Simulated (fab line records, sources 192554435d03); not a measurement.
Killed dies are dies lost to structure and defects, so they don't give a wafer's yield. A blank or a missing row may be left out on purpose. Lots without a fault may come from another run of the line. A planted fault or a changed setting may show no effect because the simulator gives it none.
Which tool did it? | flow n5_finfet | 10 lots, 28 wafers sampled, at 5 steps of a route of 1938

WHAT THE GAUGES READ, wafer by wafer
N5_BEOL_M4_RC_MEAS_101. Usual: DIBL_N 36.3 mV/V, standard deviation 2.2; DIBL_P 36.0 mV/V, standard deviation 2.4; IOFF_N 0.16 nA/um, standard deviation 0.042; IOFF_P 0.22 nA/um, standard deviation 0.041; ION_N 672 uA/um, standard deviation 14; ION_P 462 uA/um, standard deviation 7.9; SS_N 71.7 mV/dec, standard deviation 0.76; SS_P 73.3 mV/dec, standard deviation 0.72; VT_N 250 mV, standard deviation 3.6; VT_P -249 mV, standard deviation 3.
lot  | measured     | on        | DIBL_N (mV/V)  | DIBL_P (mV/V)  | IOFF_N (nA/um) | IOFF_P (nA/um) | ION_N (uA/um) | ION_P (uA/um) | SS_N (mV/dec)  | SS_P (mV/dec)  | VT_N (mV)   | VT_P (mV)      | flag
L799 | day 7 23:23  | prober-02 | 37.2 36.3      | 38.0 36.5      | 0.19 0.16      | 0.24 0.21      | 680 661       | 463 459       | 72.1 71.8      | 74.9 73.9      | 245 253     | -252 -251      |
L800 | day 8 07:45  | prober-02 | 37.1 35.7 38.0 | 36.6 36.3 37.9 | 0.18 0.15 0.20 | 0.24 0.24 0.27 | 673 667 679   | 467 466 463   | 71.0 71.5 72.0 | 73.4 73.0 73.9 | 251 252 244 | -249 -246 -244 |
L802 | day 8 12:30  | prober-01 | 34.9 34.7 34.9 | 34.5 34.2 34.7 | 0.14 0.14 0.15 | 0.20 0.20 0.20 | 668 670 678   | 463 463 467   | 72.2 71.0 71.4 | 73.3 73.2 73.4 | 249 249 247 | -248 -250 -246 |
L803 | day 8 23:58  | prober-02 | 37.0 38.0 37.0 | 38.2 38.6 37.7 | 0.18 0.19 0.17 | 0.25 0.25 0.24 | 675 666 676   | 465 454 470   | 72.0 72.3 72.0 | 74.1 73.6 73.1 | 248 246 247 | -249 -251 -249 |
L804 | day 9 02:52  | prober-02 | 40.6 41.0 41.2 | 39.6 40.1 40.5 | 0.24 0.25 0.27 | 0.30 0.30 0.32 | 690 691 704   | 475 469 477   | 71.8 72.7 72.2 | 74.6 74.5 74.6 | 244 241 241 | -245 -244 -246 |
L805 | day 9 13:12  | prober-01 | 32.6 35.4 35.2 | 30.9 35.6 34.7 | 0.10 0.16 0.14 | 0.14 0.20 0.18 | 651 671 661   | 450 460 454   | 71.1 71.6 72.3 | 71.5 72.7 72.0 | 256 248 248 | -253 -250 -250 |
L816 | day 12 05:41 | prober-01 | 35.7 37.2      | 35.3 37.2      | 0.14 0.17      | 0.18 0.20      | 650 662       | 445 460       | 71.6 72.2      | 72.7 73.2      | 253 250     | -252 -251      |
L817 | day 13 06:53 | prober-01 | 35.3 35.4 38.4 | 33.0 32.8 37.0 | 0.13 0.14 0.21 | 0.18 0.19 0.25 | 679 667 696   | 469 457 479   | 70.9 71.1 71.5 | 73.2 73.2 73.8 | 254 252 247 | -253 -255 -248 |
L818 | day 14 01:11 | prober-01 | 37.3 38.0 33.8 | 39.3 39.8 34.4 | 0.20 0.21 0.12 | 0.30 0.31 0.19 | 689 692 661   | 482 476 460   | 70.9 72.5 70.5 | 74.7 74.0 72.2 | 244 245 252 | -241 -244 -249 |
L820 | day 15 06:28 | prober-01 | 33.2 34.1 33.4 | 34.8 35.7 34.9 | 0.14 0.15 0.14 | 0.19 0.19 0.20 | 674 685 672   | 468 470 465   | 70.5 71.1 71.2 | 72.9 72.8 72.7 | 251 249 250 | -251 -251 -250 |

N5_BEOL_M11_INSPECT_58: inspects for defects (darkfield). Usual: raw_defect_count 73, standard deviation 23.
lot  | measured     | on                | raw_defect_count | flag
L799 | day 10 16:49 | defect_inspect-02 | 64 73            |
L800 | day 10 18:25 | defect_inspect-01 | 60 62 39         |
L802 | day 11 00:11 | defect_inspect-01 | 66 59 48         |
L803 | day 11 13:10 | defect_inspect-01 | 46 41 45         |
L804 | day 11 12:41 | defect_inspect-02 | 69 74 93         |
L805 | day 11 22:10 | defect_inspect-02 | 32 78 86         |
L816 | day 14 21:32 | defect_inspect-02 | 88 90            |
L817 | day 16 02:30 | defect_inspect-01 | 118 77 99        |
L818 | day 16 22:00 | defect_inspect-02 | 88 64 124        |
L820 | day 18 17:26 | defect_inspect-01 | 54 61 55         |

N5_BEOL_M12_CD_MEAS_10: target cd 140 nm. Usual: cd_nm 141.1 nm, standard deviation 2.4.
lot  | measured     | on        | cd_nm (nm)        | flag
L799 | day 10 17:20 | cd_sem-02 | 139.3 139.8       |
L800 | day 10 18:56 | cd_sem-03 | 137.0 136.4 137.8 |
L802 | day 11 00:39 | cd_sem-03 | 104.4 105.1 142.2 | OFF
L803 | day 11 13:38 | cd_sem-02 | 104.0 141.6 141.4 | OFF
L804 | day 11 13:10 | cd_sem-01 | 100.9 142.7 139.8 | OFF
L805 | day 11 22:38 | cd_sem-03 | 103.0 104.5 144.7 | OFF
L816 | day 14 22:08 | cd_sem-02 | 143.5 141.4       |
L817 | day 16 03:06 | cd_sem-01 | 141.5 141.3 140.4 |
L818 | day 16 22:36 | cd_sem-02 | 143.6 144.2 144.3 |
L820 | day 18 18:02 | cd_sem-02 | 138.1 139.4 138.9 |

WHICH TOOL RAN EACH LOT (tool, then ch and the chambers of the sampled wafers, then the start)
lot  | N5_BEOL_M12_ILD_DEP_00          | N5_BEOL_M12_EXPOSE_07
L799 | pecvd-04 ch 1,2, day 10 16:51   | krf_scanner-02 ch 0, day 10 17:10
L800 | pecvd-01 ch 1,2, day 10 18:27   | krf_scanner-02 ch 0, day 10 18:46
L802 | pecvd-01 ch 0,2, day 11 00:13   | krf_scanner-02 ch 0, day 11 00:29
L803 | pecvd-02 ch 0,1,2, day 11 13:13 | krf_scanner-02 ch 0, day 11 13:28
L804 | pecvd-02 ch 1,2, day 11 12:43   | krf_scanner-02 ch 0, day 11 12:59
L805 | pecvd-01 ch 1,2, day 11 22:13   | krf_scanner-02 ch 0, day 11 22:28
L816 | pecvd-01 ch 0,1, day 14 21:35   | krf_scanner-02 ch 0, day 14 21:58
L817 | pecvd-01 ch 0,1, day 16 02:32   | krf_scanner-02 ch 0, day 16 02:55
L818 | pecvd-01 ch 0,1,2, day 16 22:02 | krf_scanner-01 ch 0, day 16 22:26
L820 | pecvd-04 ch 0,1,2, day 18 17:28 | krf_scanner-01 ch 0, day 18 17:52
- N5_BEOL_M12_ILD_DEP_00: deposits SiOC from DEMS/O2, target thk 658.92 nm, time 130.7 s.
- N5_BEOL_M12_EXPOSE_07: exposes mask V11.

WHAT THE TOOLS THEMSELVES READ (means of the sampled wafers that have a number; where no wafer has one, the mark that the record gives instead)
N5_BEOL_M12_ILD_DEP_00. Usual: heater_power_w 502 W, standard deviation 63; showerhead_plenum_p_Torr 5.693 Torr, standard deviation 0.014; susceptor_temp_C 350.01 C, standard deviation 0.2; throttle_valve_pct 11.9 %, standard deviation 0.8.
lot  | tool     | heater_power_w (W) | showerhead_plenum_p_Torr (Torr) | susceptor_temp_C (C) | throttle_valve_pct (%) | flag
L799 | pecvd-04 | 476                | 5.690                           | 349.87               | 12.6                   |
L800 | pecvd-01 | 452                | 5.707                           | 349.94               | 11.1                   |
L802 | pecvd-01 | 501                | 5.686                           | 350.05               | 11.9                   |
L803 | pecvd-02 | 506                | 5.687                           | 350.07               | 11.6                   |
L804 | pecvd-02 | 477                | 5.698                           | 350.12               | 11.3                   |
L805 | pecvd-01 | 491                | 5.704                           | 349.99               | 11.1                   |
L816 | pecvd-01 | 500                | 5.691                           | 349.80               | 11.8                   |
L817 | pecvd-01 | 522                | 5.690                           | 349.92               | 11.9                   |
L818 | pecvd-01 | 478                | 5.691                           | 349.89               | 11.5                   |
L820 | pecvd-04 | 517                | 5.694                           | 349.90               | 12.4                   |

THE ANSWER, worked out from the rows above alone
Rule: a lot is off if the mean of its wafers that have a number lies more than 3 standard deviations from the usual mean. A lot without any number at a reading at which 4 lots or more have one is off too. The other lots that the step has rows for count as sound. The gauges are gone through in route order, then the tools' own readings, and for those a lot's mean is taken as printed above. The first step at which some lot is off is used, and at that step the reading that is off furthest; a lot without a number counts as furthest.
Off: L802, L803, L804, L805, at N5_BEOL_M12_CD_MEAS_10 (cd_nm).
A tool fits if, at a process step before that reading, it ran every lot that is off, and no sound lot after the first of them. The gauges at N5_BEOL_M12_CD_MEAS_10 are tried like those tools. None of those tried fits.

WHAT THE SIMULATOR HAD PUT IN
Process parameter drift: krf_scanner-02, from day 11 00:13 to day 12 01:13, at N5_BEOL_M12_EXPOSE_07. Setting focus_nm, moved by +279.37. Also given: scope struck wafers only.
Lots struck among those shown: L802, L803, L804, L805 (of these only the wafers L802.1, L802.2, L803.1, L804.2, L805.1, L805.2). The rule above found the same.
